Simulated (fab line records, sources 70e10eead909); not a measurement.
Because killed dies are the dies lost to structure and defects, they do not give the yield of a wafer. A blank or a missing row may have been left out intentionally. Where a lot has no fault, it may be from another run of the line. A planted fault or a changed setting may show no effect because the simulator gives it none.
Chamber matching / flow nand_harc / NHARC_A_CHANNEL_FILL_D2_ETCHBACK_20 on rie_diel-12: 4 sister chambers
The step etches the open film in C4F8/O2/Ar, target depth 27 nm, time 13.5 s. 4 wafers are shown with their chamber, then 9 later ones without.

== WAFERS WITH THEIR CHAMBER ==
wafer=L085.2; chamber=0; rf_vpp_V (V)=985
wafer=L085.4; chamber=1; rf_vpp_V (V)=987
wafer=L086.2; chamber=2; rf_vpp_V (V)=982
wafer=L086.5; chamber=3; rf_vpp_V (V)=978

== WAFERS WITHOUT THEIR CHAMBER ==
wafer=L086.1; rf_vpp_V (V)=986
wafer=L086.4; rf_vpp_V (V)=989
wafer=L086.6; rf_vpp_V (V)=983
wafer=L091.1; rf_vpp_V (V)=986
wafer=L091.3; rf_vpp_V (V)=982
wafer=L091.4; rf_vpp_V (V)=985
wafer=L094.1; rf_vpp_V (V)=986
wafer=L094.4; rf_vpp_V (V)=976
wafer=L094.5; rf_vpp_V (V)=985

== CHAMBER TAKEN BY EACH ==
wafer=L086.1; from the rows above=can't be placed: 0 or 1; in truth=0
wafer=L086.4; from the rows above=can't be placed: 1 or 0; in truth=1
wafer=L086.6; from the rows above=can't be placed: 2 or 0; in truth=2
wafer=L091.1; from the rows above=can't be placed: 0 or 1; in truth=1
wafer=L091.3; from the rows above=2; in truth=2
wafer=L091.4; from the rows above=can't be placed: 0 or 1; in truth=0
wafer=L094.1; from the rows above=can't be placed: 0 or 1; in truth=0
wafer=L094.4; from the rows above=3; in truth=3
wafer=L094.5; from the rows above=can't be placed: 0 or 1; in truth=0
2 of 9 placed correctly. Cannot be placed on the basis of these rows: 7; the candidates contain the true chamber in 7. Placed wrongly: 0.
How it was worked out, from the rows above alone: a wafer's distance from a chamber is the root of the sum, over the readings, of the square of ((its reading less the chamber's mean) divided by the reading's scatter). The wafer belongs to the nearest chamber; if the next one is less than 2 further off, it can't be placed. The mean given for a chamber averages the wafers shown for that chamber. The scatter (one wafer shown for each chamber): square how far every hidden wafer sits from the nearest shown wafer, average those squares and take the square root.
